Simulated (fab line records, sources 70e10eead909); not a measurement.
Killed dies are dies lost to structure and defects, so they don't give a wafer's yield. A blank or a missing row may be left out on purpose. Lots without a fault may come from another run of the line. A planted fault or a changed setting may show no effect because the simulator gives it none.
Which tool did it? | flow nand_harc | 24 lots, 72 wafers sampled, at 4 steps of a route of 1302

WHAT THE GAUGES READ, wafer by wafer
NHARC_A_DECK1_JOINT_THK_MEAS_17: measures by ellipsometry.
lot  | measured     | on            | thk_nm (nm)
L074 | day 12 13:52 | film_metro-01 | 43.8 45.8 47.0
L076 | day 13 07:23 | film_metro-01 | 45.4 44.8 44.7
L075 | day 13 07:23 | film_metro-02 | 46.7 46.7 46.3
L077 | day 13 21:44 | film_metro-01 | 43.9 46.0 43.4
L078 | day 14 01:43 | film_metro-01 | 44.3 47.2 44.1
L079 | day 14 01:43 | film_metro-02 | 44.3 44.9 43.6
L080 | day 14 22:11 | film_metro-01 | 45.4 43.4 45.0
L081 | day 15 22:30 | film_metro-02 | 43.4 46.2 43.8
L082 | day 15 14:56 | film_metro-01 | 43.5 44.3 45.0
L083 | day 15 22:35 | film_metro-01 | 44.9 45.9 46.0
L084 | day 16 17:00 | film_metro-01 | 43.8 44.3 45.4
L085 | day 17 07:33 | film_metro-01 | 44.3 43.6 42.3
L086 | day 17 20:37 | film_metro-02 | 45.0 44.6 47.1
L087 | day 17 20:37 | film_metro-01 | 45.5 47.0 44.9
L089 | day 18 12:22 | film_metro-02 | 45.9 45.1 45.4
L088 | day 18 12:32 | film_metro-02 | 43.8 46.8 45.3
L090 | day 19 00:14 | film_metro-02 | 44.3 43.4 45.1
L092 | day 19 13:32 | film_metro-01 | 44.2 43.8 44.6
L091 | day 19 13:32 | film_metro-02 | 45.3 46.5 46.4
L093 | day 20 04:40 | film_metro-01 | 46.0 44.2 46.6
L094 | day 20 16:55 | film_metro-02 | 46.4 42.7 45.6
L095 | day 21 08:15 | film_metro-01 | 44.1 44.4 45.7
L096 | day 22 00:08 | film_metro-02 | 43.6 47.2 45.5
L097 | day 22 09:31 | film_metro-02 | 45.5 44.2 42.8

NHARC_A_ONON_D2_THK_MEAS_14: measures by ellipsometry.
lot  | measured     | on            | thk_nm (nm)
L074 | day 12 16:43 | film_metro-02 | 1023 1024 1022
L076 | day 13 10:16 | film_metro-02 | 978 977 978
L075 | day 13 10:15 | film_metro-01 | 1013 1013 1012
L077 | day 14 00:37 | film_metro-01 | 1019 1018 1018
L078 | day 14 04:36 | film_metro-01 | 999 999 1000
L079 | day 14 04:35 | film_metro-02 | 986 987 987
L080 | day 15 01:04 | film_metro-02 | 1003 1004 1002
L081 | day 16 01:22 | film_metro-02 | 1001 1001 1001
L082 | day 15 17:49 | film_metro-01 | 996 995 996
L083 | day 16 01:28 | film_metro-02 | 1006 1004 1006
L084 | day 16 19:55 | film_metro-01 | 985 985 985
L085 | day 17 10:26 | film_metro-02 | 1010 1010 1009
L086 | day 17 23:29 | film_metro-01 | 985 987 984
L087 | day 17 23:29 | film_metro-02 | 1022 1023 1022
L089 | day 18 15:16 | film_metro-02 | 991 994 992
L088 | day 18 15:25 | film_metro-01 | 993 994 994
L090 | day 19 03:07 | film_metro-01 | 998 997 996
L092 | day 19 16:24 | film_metro-01 | 996 997 996
L091 | day 19 16:26 | film_metro-02 | 995 996 997
L093 | day 20 07:34 | film_metro-02 | 989 991 990
L094 | day 20 19:49 | film_metro-01 | 1019 1021 1021
L095 | day 21 11:10 | film_metro-01 | 1005 1003 1006
L096 | day 22 03:00 | film_metro-02 | 1006 1007 1006
L097 | day 22 12:24 | film_metro-02 | 1008 1010 1010

NHARC_A_CHANNEL_HOLE_D2_OVL_MEAS_11.
lot  | measured     | on         | overlay_x_nm (nm) | overlay_y_nm (nm)
L074 | day 13 06:34 | overlay-01 | 0.4 0.0 0.4       | -0.2 0.1 -0.2
L076 | day 14 03:38 | overlay-01 | -0.1 0.2 0.6      | -0.3 0.3 -0.3
L075 | day 14 04:12 | overlay-02 | 1.0 0.1 0.9       | 0.2 1.0 0.1
L077 | day 14 16:14 | overlay-01 | 2.0 1.2 1.0       | -0.8 -0.9 -0.7
L078 | day 14 18:11 | overlay-01 | 0.9 1.0 0.8       | 0.2 -0.2 -0.1
L079 | day 14 18:00 | overlay-02 | -0.2 -0.4 0.5     | -0.3 0.1 -0.3
L080 | day 15 17:07 | overlay-02 | -0.8 -0.6 -0.8    | -0.7 -0.3 -1.2
L081 | day 16 17:14 | overlay-01 | 1.3 1.6 0.9       | -1.4 -1.4 -1.4
L082 | day 16 08:24 | overlay-01 | -1.9 -2.3 -2.0    | -0.1 -0.4 -0.8
L083 | day 16 18:09 | overlay-01 | 1.0 0.5 1.0       | 0.5 0.4 -0.4
L084 | day 17 11:13 | overlay-02 | 0.5 1.0 1.3       | 0.5 0.8 0.5
L085 | day 18 03:32 | overlay-02 | -0.8 -0.2 -0.5    | 0.6 0.0 0.5
L086 | day 18 15:30 | overlay-01 | 0.9 0.3 0.6       | -0.5 0.0 -0.7
L087 | day 18 14:43 | overlay-01 | -1.9 -1.1 -1.6    | 0.6 0.4 0.3
L089 | day 19 08:01 | overlay-01 | -0.2 -0.2 -0.1    | -0.4 -0.2 -0.8
L088 | day 19 10:02 | overlay-01 | -0.6 -0.9 -0.7    | 0.7 0.9 1.3
L090 | day 19 16:46 | overlay-01 | 1.7 1.9 1.5       | 0.4 0.4 0.4
L092 | day 20 08:28 | overlay-01 | 0.0 -0.1 -0.3     | 0.0 0.4 0.2
L091 | day 20 09:00 | overlay-02 | -1.0 -0.9 -1.5    | 0.4 0.2 -0.3
L093 | day 20 20:29 | overlay-01 | -1.4 -1.1 -1.6    | 0.7 0.3 -0.3
L094 | day 21 10:20 | overlay-01 | -1.1 -0.9 -0.2    | 0.2 -0.1 0.4
L095 | day 22 07:50 | overlay-02 | -0.9 -0.7 -1.4    | 0.3 0.8 0.1
L096 | day 22 16:22 | overlay-01 | 0.8 0.8 0.7       | -0.6 -0.9 -0.1
L097 | day 23 04:07 | overlay-02 | 0.1 0.1 -0.1      | 0.1 0.1 0.7

WHICH TOOL RAN EACH LOT (tool, then ch and the chambers of the sampled wafers, then the start)
lot  | NHARC_A_CHANNEL_FILL_D1_ALD_25
L074 | ald_hk-01 ch 0,3, day 10 14:28
L076 | ald_hk-01 ch 0,3, day 11 10:34
L075 | ald_hk-02 ch 1,3, day 11 10:34
L077 | ald_hk-02 ch 0,1,3, day 11 17:02
L078 | ald_hk-01 ch 0,3, day 12 02:02
L079 | ald_hk-01 ch 0,1,3, day 12 05:08
L080 | ald_hk-02 ch 1,2,3, day 12 20:02
L081 | ald_hk-03 ch 1,2,3, day 13 19:58
L082 | ald_hk-02 ch 0,1,3, day 13 19:58
L083 | ald_hk-02 ch 1,2, day 13 22:26
L084 | ald_hk-03 ch 0,1,3, day 14 20:11
L085 | ald_hk-03 ch 0,1,2, day 15 09:58
L086 | ald_hk-01 ch 0,3, day 15 21:05
L087 | ald_hk-03 ch 1,2,3, day 15 23:00
L089 | ald_hk-01 ch 0,1,3, day 16 08:04
L088 | ald_hk-02 ch 0,1,2, day 16 09:19
L090 | ald_hk-03 ch 0,1,2, day 17 06:20
L092 | ald_hk-02 ch 1,2,3, day 17 14:40
L091 | ald_hk-01 ch 1,2, day 17 15:16
L093 | ald_hk-01 ch 0,1,3, day 18 03:17
L094 | ald_hk-01 ch 1,2,3, day 18 18:38
L095 | ald_hk-03 ch 0,2,3, day 19 07:38
L096 | ald_hk-01 ch 1,2, day 19 20:26
L097 | ald_hk-01 ch 2,3, day 20 03:29
- NHARC_A_CHANNEL_FILL_D1_ALD_25: deposits SiOx, target thk 60 nm, pulse time 10 s, ald cycles 600.

WHAT THE TOOLS THEMSELVES READ (means of the sampled wafers that have a number; where no wafer has one, the mark that the record gives instead)
NHARC_A_CHANNEL_FILL_D1_ALD_25.
lot  | tool      | heater_power_w (W) | precursor_pulse_height_rel
L074 | ald_hk-01 | 490                | 0.998
L076 | ald_hk-01 | 485                | 0.998
L075 | ald_hk-02 | 484                | 0.987
L077 | ald_hk-02 | 504                | 0.993
L078 | ald_hk-01 | 486                | 0.990
L079 | ald_hk-01 | 497                | 0.993
L080 | ald_hk-02 | 452                | 1.021
L081 | ald_hk-03 | 449                | 0.989
L082 | ald_hk-02 | 500                | 1.016
L083 | ald_hk-02 | 429                | 0.988
L084 | ald_hk-03 | 458                | 1.017
L085 | ald_hk-03 | 486                | 1.008
L086 | ald_hk-01 | 515                | 0.998
L087 | ald_hk-03 | 456                | 1.012
L089 | ald_hk-01 | 504                | 0.989
L088 | ald_hk-02 | 463                | 0.981
L090 | ald_hk-03 | 488                | 1.003
L092 | ald_hk-02 | 446                | 0.998
L091 | ald_hk-01 | 511                | 0.984
L093 | ald_hk-01 | 509                | 0.987
L094 | ald_hk-01 | 529                | 1.002
L095 | ald_hk-03 | 473                | 1.010
L096 | ald_hk-01 | 499                | 0.994
L097 | ald_hk-01 | 516                | 1.002

THE ANSWER, worked out from the rows above alone
Rule: what is usual is taken from the lots themselves. Put in order of their means at a reading, lots are off if they are a third of the lots or fewer, leave a main group of 4 or more, and stand apart from it by a gap of 3 or more times the standard deviation of the main group's means; of several such gaps the widest counts. A main group whose means are all the same, to the digits that the tables above print for the reading, isn't used. A lot without any number at a reading at which 4 lots or more have one is off too. The other lots that the step has rows for count as sound. The gauges are gone through in route order, then the tools' own readings, and for those a lot's mean is taken as printed above. The first step at which some lot is off is used, and at that step the reading that is off furthest; a lot without a number counts as furthest.
No lot is off at any reading shown: from this, nothing can be told.

WHAT THE SIMULATOR HAD PUT IN
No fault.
